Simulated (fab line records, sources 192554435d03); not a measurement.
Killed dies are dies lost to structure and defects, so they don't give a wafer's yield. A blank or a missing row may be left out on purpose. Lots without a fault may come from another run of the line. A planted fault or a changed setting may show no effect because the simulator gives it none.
Chamber matching | flow n5_finfet | N5_HKMG_FIN_ALD_71 on ald_metal-04: 4 sister chambers
The step deposits TiN, target thk 1 nm, pulse time 1 s, purge time 3 s. 7 wafers are shown with their chamber, then 8 later ones without.

WAFERS WITH THEIR CHAMBER
wafer  | chamber | heater_power_w (W) | precursor_pulse_height_rel
L075.5 | 0       | 729                | 0.995
L077.1 | 1       | 852                | 0.985
L083.6 | 3       | 875                | 1.014
L085.2 | 2       | 876                | 1.004
L085.3 | 3       | 879                | 0.972
L085.4 | 0       | 735                | 0.979
L087.1 | 2       | 874                | 1.021

WAFERS WITHOUT THEIR CHAMBER
wafer  | heater_power_w (W) | precursor_pulse_height_rel
L087.4 | 872                | 0.995
L087.5 | 878                | 0.995
L089.3 | 863                | 0.990
L089.4 | 858                | 1.027
L089.6 | 862                | 1.028
L092.1 | 727                | 0.981
L092.2 | 852                | 1.005
L092.5 | 831                | 1.000

WHICH CHAMBER EACH WENT THROUGH
wafer  | from the rows above          | in truth
L087.4 | can't be placed: 2 or 3      | 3
L087.5 | can't be placed: 3 or 2      | 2
L089.3 | can't be placed: 1 or 2 or 3 | 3
L089.4 | 1                            | 1
L089.6 | can't be placed: 1 or 2 or 3 | 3
L092.1 | 0                            | 0
L092.2 | 1                            | 1
L092.5 | 1                            | 1
Placed correctly: 4 of 8. Can't be placed from these rows: 4 (the true chamber is among the candidates in 4). Placed wrongly: 0.
How it was worked out, from the rows above alone: a wafer's distance from a chamber is the root of the sum, over the readings, of the square of ((its reading less the chamber's mean) divided by the reading's scatter). The wafer belongs to the nearest chamber; if the next one is less than 2 further off, it can't be placed. A chamber's mean is the mean of its shown wafers. The scatter: the root of (the sum of the squares of (reading less its chamber's mean) over the shown wafers, divided by (wafers less chambers)).
